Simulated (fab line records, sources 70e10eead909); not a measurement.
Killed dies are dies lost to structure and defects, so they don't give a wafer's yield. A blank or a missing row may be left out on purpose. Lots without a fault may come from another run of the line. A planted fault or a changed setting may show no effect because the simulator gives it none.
Chamber matching | flow nand_harc | NHARC_A_WL_FILL_ALD_19 on ald_metal-03: 4 sister chambers
The step deposits TiN, target thk 2 nm, pulse time 3 s, ald cycles 100. 4 wafers are shown with their chamber, then 7 later ones without.

WAFERS WITH THEIR CHAMBER
wafer  | chamber | heater_power_w (W)
L081.2 | 1       | 1066
L081.6 | 0       | 989
L089.2 | 3       | 1073
L089.3 | 2       | 1010

WAFERS WITHOUT THEIR CHAMBER
wafer  | heater_power_w (W)
L089.4 | 1069
L093.1 | 1059
L093.2 | 1022
L093.4 | 1020
L096.2 | 1090
L096.4 | 1055
L096.6 | 1021

WHICH CHAMBER EACH WENT THROUGH
wafer  | from the rows above     | in truth
L089.4 | can't be placed: 1 or 3 | 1
L093.1 | can't be placed: 1 or 3 | 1
L093.2 | can't be placed: 2 or 0 | 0
L093.4 | can't be placed: 2 or 0 | 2
L096.2 | can't be placed: 3 or 1 | 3
L096.4 | can't be placed: 1 or 3 | 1
L096.6 | can't be placed: 2 or 0 | 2
Placed correctly: 0 of 7. Can't be placed from these rows: 7 (the true chamber is among the candidates in 7). Placed wrongly: 0.
How it was worked out, from the rows above alone: a wafer's distance from a chamber is the root of the sum, over the readings, of the square of ((its reading less the chamber's mean) divided by the reading's scatter). The wafer belongs to the nearest chamber; if the next one is less than 2 further off, it can't be placed. A chamber's mean is the mean of its shown wafers. The scatter: with one shown wafer a chamber, the root of the mean of the squares of how far each hidden wafer lies from its nearest shown one.
